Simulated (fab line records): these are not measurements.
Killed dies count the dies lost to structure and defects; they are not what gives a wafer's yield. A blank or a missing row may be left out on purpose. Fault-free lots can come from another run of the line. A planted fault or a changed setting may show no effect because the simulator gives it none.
A lot that was struck, set against a sound lot / flow nandHarc / 15 steps out of a route of 1302
Sound: the wafers L714.2, L714.3, L714.6. Wafers L719.3, L719.4, L719.6 were the ones struck. The cause is named last.
For every step that has rows: the tool of each side, followed by ch and its chambers, followed by its first start. Under that, the readings that differ: sound wafers / struck wafers / difference of the means / sigmas: that difference in standard deviations of wafers without a fault.
alike: readings with means less than 2 such deviations apart, plus words and numbers identical on both sides. not compared: withheld readings, readings lacking a value on some wafer, bounds such as >300 that could conceal the same value, and numbers that have no deviation in the record and whose values overlap.
Wherever a step has rows on one side only, a row that says differs or no value, or a row with sigmas, the two part there. When numbers do not overlap yet have no deviation, they are printed without sigmas and do not part them. A reading missing from all wafers of one side parts the sides only when that side holds two or more wafers.

first, 2 steps without rows for these wafers: NHARC_P_GATE_PEB_09 (peb time 85 s); NHARC_P_GATE_DEVELOP_10 (time 70 s).
NHARC_P_GATE_CD_MEAS_11 targets a cd of 1640 nm.
  sound on cdSem-03 ch 0, day 7 18:53; struck on cdSem-03 ch 0, day 9 16:34
  alike: cdNm
then, 1 step without rows for these wafers: NHARC_P_GATE_HARDBAKE_12 (time 80 s).
NHARC_P_GATE_DESCUM_13: chemistry O2, time 3 s.
  sound on rieDiel-08 ch 0,1, day 7 19:02; struck on rieDiel-09 ch 1,2, day 9 16:43
  alike: drypumpMotorCurrentA, oesProductAu, rfVppV, showerheadPlenumPTorr, throttleValvePct
  not compared: rfHoursCounterH
then, 6 steps without rows for these wafers: NHARC_P_GATE_ETCH_14 (etches SiO2 in dHF, target depth 48.8 nm); NHARC_P_GATE_STRIP_15 (strips in SPM, time 780 s); NHARC_P_GATE_PRECLEAN_71 (cleans in SC1); NHARC_P_GATE_SRD_72; NHARC_P_GATE_OXIDE_16 (material SiO2, target thk 3 nm, ox time 392 s); NHARC_P_GATE_CVD_17 (deposits poly-Si, target thk 150 nm, time 900 s).
NHARC_P_GATE_HM_DEP_102: deposits aC, target thk 120 nm.
  sound on aclDep-03 ch 0, day 8 08:11; struck on aclDep-01 ch 0, day 10 08:23
  alike: throttleValvePct
NHARC_P_GATE_DEP_103: deposits SiON, target thk 30 nm.
  sound on pecvd-03 ch 0,2, day 8 08:46; struck on pecvd-01 ch 0,1, day 10 11:57
  alike: heaterPowerW
then, 1 step without rows for these wafers: NHARC_P_GATE_DEHYDRATE_18 (time 120 s).
-- record jumps: 20 days between struck wafers' starts before vs after; left off in module P_GATE, resumes in module END, first step shown is number 1302 of the route --
NHARC_END_SORT_01:
  sound on prober-02 ch 0, day 27 21:08; struck on prober-01 ch 0, day 30 04:50
reading=killedAtArray; sound=132 98 126; struck=38 43 49; difference=-75; sigmas=-3
reading=killedDies; sound=139 101 129; struck=39 43 50; difference=-79; sigmas=-3
  alike: killedAtOther, killedAtPeriphery, killedOpen, killedShort

## WHERE THEY PART
Within this record, at NHARC_END_SORT_01 only.

WHY: the cause the simulator had injected
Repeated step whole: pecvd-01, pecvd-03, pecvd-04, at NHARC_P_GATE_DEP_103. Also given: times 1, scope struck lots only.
